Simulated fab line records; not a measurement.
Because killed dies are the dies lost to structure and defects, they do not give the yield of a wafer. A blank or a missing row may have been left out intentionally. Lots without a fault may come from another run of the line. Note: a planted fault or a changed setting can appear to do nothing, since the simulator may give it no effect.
A lot that was struck, set against a sound lot | flow nand-harc | 25 out of 1159 route steps
Sound: the wafers L704.1, L704.2, L704.4. Struck: wafers L716.1, L716.5 (left out: L716.6, a lot-mate that was not struck); the cause follows at the end.
At each step with rows: each side's tool, then ch and its chambers, then its first start. Under that, the readings that differ: sound wafers | struck wafers | difference of the means | sigmas: that difference in standard deviations of wafers without a fault.
alike: same words and numbers on both sides, and readings whose means sit less than 2 such deviations apart. not compared: any withheld reading, any reading some wafer has no value for, any bound like >300 that may hide the same value, and any number with overlapping values for which the record gives no deviation.
Wherever a step has rows on one side only, a row that says differs or no value, or a row with sigmas, the two part there. Numbers that don't overlap but have no deviation are shown without sigmas and don't part them. A reading missing from all wafers of one side parts the sides only when that side holds two or more wafers.

first, 1 step without rows for these wafers: NHARC_P_M1_SRD_25.
NHARC_P_M1_INSPECT_27:
  sound on defect-inspect-02, day 8 01:10; struck on defect-inspect-02, day 11 03:03
  alike: raw-defect-count
NHARC_P_M1_PRE_CLEAN_32: time 12 s.
  sound on pecvd-04 ch 0,1,2, day 8 01:13; struck on pecvd-04 ch 0, day 11 03:09
  alike: heater-power-w
NHARC_P_M1_DEP_33: deposits SiCN, target thk 30 nm.
  sound on pecvd-04 ch 0,1,2, day 8 01:18; struck on pecvd-04 ch 0, day 11 03:17
  alike: heater-power-w
then, 7 steps without rows for these wafers: NHARC_P_M2_DEP_00 (deposits SiOC, target thk 182.5 nm); NHARC_P_M2_DEHYDRATE_01 (time 120 s); NHARC_P_M2_HMDS_02 (time 30 s); NHARC_P_M2_COAT_34 (time 65 s); NHARC_P_M2_COAT_03 (resist thk 90 nm); NHARC_P_M2_SOFTBAKE_04 (time 55 s); NHARC_P_M2_EBR_05.
NHARC_P_M2_EXPOSE_06: exposes mask P M2, target cd 170 nm.
  sound on arfi-scanner-03 ch 0, day 8 02:25; struck on arfi-scanner-03 ch 0, day 11 04:19
  alike: mask
then, 2 steps without rows for these wafers: NHARC_P_M2_PEB_07 (peb time 65 s); NHARC_P_M2_DEVELOP_08 (develop time 35 s).
NHARC_P_M2_CD_MEAS_09: target cd 170 nm.
  sound on cd-sem-03 ch 0, day 8 02:33; struck on cd-sem-01 ch 0, day 11 04:27
  reading    | sound             | struck      | difference | sigmas
  cd-nm (nm) | 170.9 169.9 170.0 | 203.5 203.2 | +33.1      | +59
NHARC_P_M2_OVL_MEAS_10: pitch 340 nm.
  sound on overlay-02, day 8 02:38; struck on overlay-01, day 11 04:32
  alike: overlay-x-nm, overlay-y-nm
NHARC_P_M2_INSPECT_11:
  sound on defect-inspect-01, day 8 02:41; struck on defect-inspect-02, day 11 04:35
  alike: raw-defect-count
NHARC_P_M2_DESCUM_14: chemistry O2, time 3 s.
  sound on rie-diel-10 ch 0,1,3, day 8 02:44; struck on rie-diel-10 ch 2,3, day 11 04:40
  reading               | sound         | struck      | difference | sigmas
  model.P_M2.cd-nm (nm) | 170.3 169 170 | 203.2 202.8 | +33.2      |
  alike: drypump-motor-current-A, o2-flow-sccm, oes-product-au, rf-vpp-V, showerhead-plenum-p-Torr, throttle-valve-pct
  not compared: rf-hours-counter-h
NHARC_P_M2_ETCH_35: etches the open film in N2/H2, target depth 40 nm, overetch 12 nm, time 43.94 s.
  sound on rie-diel-10 ch 0,1,3, day 8 02:49; struck on rie-diel-10 ch 0,3, day 11 04:44
  alike: drypump-motor-current-A, oes-product-au, rf-vpp-V, showerhead-plenum-p-Torr, throttle-valve-pct
  not compared: rf-hours-counter-h
NHARC_P_M2_ETCH_15: etches the open film in C4F8/Ar, target depth 182.5 nm, time 91.2 s.
  sound on rie-diel-10 ch 0,1,2; struck on rie-diel-10 ch 0,1
  alike: oes-product-au, rf-vpp-V
  not compared: rf-hours-counter-h
NHARC_P_M2_CD_MEAS_16:
  sound on cd-sem-03, day 8 03:02; struck on cd-sem-01, day 11 04:56
  reading    | sound             | struck      | difference | sigmas
  cd-nm (nm) | 169.7 169.0 170.1 | 203.0 203.2 | +33.5      | +51
NHARC_P_M2_STRIP_18: strips in N2/H2.
  sound on rie-diel-08 ch 0,2,3, day 8 03:07; struck on rie-diel-08 ch 0,2, day 11 05:06
  alike: drypump-motor-current-A, oes-product-au, rf-vpp-V, showerhead-plenum-p-Torr, throttle-valve-pct
  not compared: rf-hours-counter-h
NHARC_P_M2_ETCH_28: etches the open film in CF4/N2, target depth 30 nm, time 72.99 s.
  sound on rie-diel-08 ch 1,2,3; struck on rie-diel-08 ch 0
  reading               | sound             | struck    | difference | sigmas
  model.P_M2.cd-nm (nm) | 169.9 169.5 170.2 | 203 203.9 | +34        |
  alike: drypump-motor-current-A, oes-product-au, rf-vpp-V, showerhead-plenum-p-Torr, throttle-valve-pct
  not compared: rf-hours-counter-h
then, 1 step without rows for these wafers: NHARC_P_M2_STRIP_19 (strips in post etch residue remover, time 600 s).
-- jump in the record: it breaks off in module P_M2 and resumes in module END (first step shown: number 1159 of the route), and 13 days separate the struck wafers' starts before and after --
NHARC_END_SORT_01:
  sound on prober-02 ch 0, day 20 20:19; struck on prober-02 ch 0, day 24 05:36
  reading                  | sound          | struck    | difference | sigmas
  defect-limited-yield (%) | 95.3 94.8 96.9 | 91.9 91.6 | -3.9       | -2
  killed-at-array          | 27 30 19       | 50 51     | +25        | +2
  killed-at-other          | 3 4 2          | 1 1       | -2         | -2
  killed-dies              | 32 35 21       | 55 57     | +27        | +2
  killed-open              | 0 3 0          | 9 5       | +6         | +3
  killed-short             | 2 2 1          | 5 8       | +5         | +3
  sort_bin_2_pct (%)       | 2.1 2.1 0.9    | 3.2 2.7   | +1.2       | +2
  sort_bin_4_pct (%)       | 2.4 3.0 2.2    | 4.7 4.9   | +2.3       | +2
  sort-n-pass              | 645 642 656    | 622 620   | -27        | -2
  sort-rim-yield-pct (%)   | 98.1 94.3 93.4 | 86.8 90.6 | -6.6       | -2
  sort-yield-pct (%)       | 95.3 94.8 96.9 | 91.9 91.6 | -3.9       | -2
  alike: killed-at-periphery, sort_bin_3_pct

== WHERE THEY PART ==
First at NHARC_P_M2_CD_MEAS_09; last, within this record, at NHARC_END_SORT_01.

WHY: whatever the simulator had introduced
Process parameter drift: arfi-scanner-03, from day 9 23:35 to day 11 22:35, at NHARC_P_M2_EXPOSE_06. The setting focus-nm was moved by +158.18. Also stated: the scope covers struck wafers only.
